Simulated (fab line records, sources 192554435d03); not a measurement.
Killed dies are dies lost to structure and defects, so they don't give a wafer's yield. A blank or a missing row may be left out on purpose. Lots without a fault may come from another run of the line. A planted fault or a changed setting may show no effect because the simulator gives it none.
Chamber matching | flow n5_finfet | N5_BEOL_M0_SAQP_MANDREL1_REMOVE_100 on rie_si-03: 4 sister chambers
The step chemistry HBr/Cl2/O2, target a-Si, stops on SiNx, bt time 10 s. 14 wafers are shown with their chamber, then 7 later ones without.

WAFERS WITH THEIR CHAMBER
wafer  | chamber | throttle_valve_pct (%) | oes_product_au (a.u.) | chamber_pressure_mTorr (mTorr)
L078.1 | 0       | 36.35                  | 0.996                 | 9.996
L078.2 | 1       | 37.16                  | 0.988                 | 9.993
L078.4 | 3       | 37.35                  | 1.014                 | 9.996
L079.4 | 3       | 37.35                  | 1.005                 | 9.996
L079.5 | 3       | 37.36                  | 1.007                 | 10.001
L079.6 | 2       | 36.80                  | 1.012                 | 9.996
L081.2 | 2       | 36.80                  | 1.007                 | 10.006
L081.5 | 1       | 37.15                  | 1.000                 | 10.002
L081.6 | 2       | 36.80                  | 0.999                 | 10.008
L084.2 | 2       | 36.80                  | 1.001                 | 10.001
L084.3 | 3       | 37.35                  | 1.011                 | 10.011
L084.6 | 3       | 37.37                  | 1.009                 | 10.008
L088.3 | 0       | 36.37                  | 1.008                 | 9.994
L088.4 | 3       | 37.35                  | 1.010                 | 10.000

SIGNATURES (means of the wafers above)
reading                | chamber 0 | chamber 1 | chamber 2 | chamber 3 | scatter within a chamber
throttle_valve_pct     | 36.3600   | 37.1550   | 36.8000   | 37.3550   | 0.00775
oes_product_au         | 1.00200   | 0.99400   | 1.00475   | 1.00933   | 0.00546
chamber_pressure_mTorr | 9.99500   | 9.99750   | 10.00275  | 10.00200  | 0.00569
Rule: a wafer's distance from a chamber is the root of the sum, over the readings, of the square of ((its reading less the chamber's mean) divided by the reading's scatter). The wafer belongs to the nearest chamber; if the next one is less than 2 further off, it can't be placed. The scatter: the root of (the sum of the squares of (reading less its chamber's mean) over the shown wafers, divided by (wafers less chambers)).

WAFERS WITHOUT THEIR CHAMBER
wafer  | throttle_valve_pct (%) | oes_product_au (a.u.) | chamber_pressure_mTorr (mTorr)
L088.5 | 36.36                  | 1.004                 | 9.999
L090.1 | 37.17                  | 0.995                 | 10.009
L090.4 | 37.36                  | 1.023                 | 10.006
L090.5 | 37.17                  | 1.002                 | 9.996
L093.1 | 36.36                  | 1.005                 | 10.002
L093.3 | 37.16                  | 0.992                 | 10.012
L093.4 | 36.81                  | 1.013                 | 9.997

WHICH CHAMBER EACH WENT THROUGH
wafer  | from the rows above | in truth
L088.5 | 0                   | 0
L090.1 | 1                   | 1
L090.4 | 3                   | 3
L090.5 | 1                   | 1
L093.1 | 0                   | 0
L093.3 | 1                   | 1
L093.4 | 2                   | 2
Placed correctly: 7 of 7. Can't be placed from these rows: 0. Placed wrongly: 0.
